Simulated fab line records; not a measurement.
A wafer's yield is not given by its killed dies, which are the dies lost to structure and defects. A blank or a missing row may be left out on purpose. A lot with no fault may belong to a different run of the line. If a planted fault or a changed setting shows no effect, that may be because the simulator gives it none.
Chamber matching ; flow n5Finfet ; 4 sister chambers for N5_BEOL_M2_ETCH_64 on rieDiel-04
The step etches SOC in N2/H2, target depth 75 nm, overetch 22.5 nm, time 121.9 s. 4 wafers are shown with their chamber, then 8 later ones without.

WAFERS PAIRED WITH THEIR CHAMBERS
wafer;chamber;showerheadPlenumPTorr (Torr)
L079.1;3;2.62
L089.1;2;2.70
L089.5;0;2.64
L090.1;1;2.54

WAFERS WHOSE CHAMBER IS MISSING
wafer;showerheadPlenumPTorr (Torr)
L090.2;2.61
L090.4;2.64
L092.3;2.64
L092.4;2.64
L092.5;2.60
L095.1;2.60
L095.5;2.64
L095.6;2.60

THE CHAMBER EACH PASSED THROUGH
wafer;from the rows above;in truth
L090.2;can't be placed: 3 or 0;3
L090.4;can't be placed: 0 or 3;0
L092.3;can't be placed: 0 or 3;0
L092.4;can't be placed: 0 or 3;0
L092.5;can't be placed: 3 or 0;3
L095.1;can't be placed: 3 or 0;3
L095.5;can't be placed: 0 or 3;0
L095.6;can't be placed: 3 or 0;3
Correctly placed: 0 of 8. Can't be placed from these rows: 8 (the true chamber is among the candidates in 8). 0 placed wrongly.
How it was worked out, from the rows above alone: a wafer's distance from a chamber is the root of the sum, over the readings, of the square of ((its reading less the chamber's mean) divided by the reading's scatter). If the next closest chamber is less than 2 further off than the closest, the wafer can't be placed; otherwise it belongs to the closest. A chamber's mean is the mean of its shown wafers. The scatter: with one shown wafer a chamber, the root of the mean of the squares of how far each hidden wafer lies from its nearest shown one.
